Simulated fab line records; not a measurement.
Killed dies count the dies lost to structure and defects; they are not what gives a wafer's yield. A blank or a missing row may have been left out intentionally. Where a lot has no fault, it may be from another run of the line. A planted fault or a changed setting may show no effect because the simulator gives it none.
Chamber matching | flow nandHarc | NHARC_P_GATE_DESCUM_61 on rieDiel-12: 4 sister chambers
The step chemistry O2, time 3 s. 8 wafers are shown with their chamber, then 11 later ones without.

## EACH WAFER AND ITS CHAMBER
wafer  | chamber | drypumpMotorCurrentA (A) | oesProductAu (a.u.)
L077.6 | 0       | 6.4                      | 1.006
L081.1 | 3       | 5.7                      | 1.006
L081.4 | 0       | 6.4                      | 0.999
L084.5 | 1       | 5.0                      | 0.982
L085.3 | 1       | 4.9                      | 1.005
L085.4 | 2       | 5.4                      | 1.001
L085.5 | 3       | 5.7                      | 1.009
L086.1 | 2       | 5.4                      | 1.000

## WAFERS WITHOUT THEIR CHAMBER
wafer  | drypumpMotorCurrentA (A) | oesProductAu (a.u.)
L086.5 | 6.4                      | 0.990
L086.6 | 4.9                      | 0.977
L088.1 | 5.4                      | 1.009
L088.4 | 5.0                      | 0.990
L088.6 | 6.4                      | 0.997
L091.1 | 5.7                      | 1.004
L091.2 | 5.4                      | 1.014
L091.3 | 6.4                      | 0.991
L095.3 | 5.7                      | 1.012
L095.4 | 6.4                      | 0.983
L095.6 | 4.9                      | 1.001

## CHAMBER TAKEN BY EACH
wafer  | from the rows above | in truth
L086.5 | 0                   | 0
L086.6 | 1                   | 1
L088.1 | 2                   | 2
L088.4 | 1                   | 1
L088.6 | 0                   | 0
L091.1 | 3                   | 3
L091.2 | 2                   | 2
L091.3 | 0                   | 0
L095.3 | 3                   | 3
L095.4 | 0                   | 0
L095.6 | 1                   | 1
Correct placement for 11 of the 11. From these rows, 0 cannot be placed. Number placed wrongly: 0.
How it was worked out, from the rows above alone: a wafer's distance from a chamber is the root of the sum, over the readings, of the square of ((its reading less the chamber's mean) divided by the reading's scatter). If the next closest chamber is less than 2 further off than the closest, the wafer can't be placed; otherwise it belongs to the closest. Each chamber's mean is taken over the wafers shown for it. The scatter: the root of (the sum of the squares of (reading less its chamber's mean) over the shown wafers, divided by (wafers less chambers)).
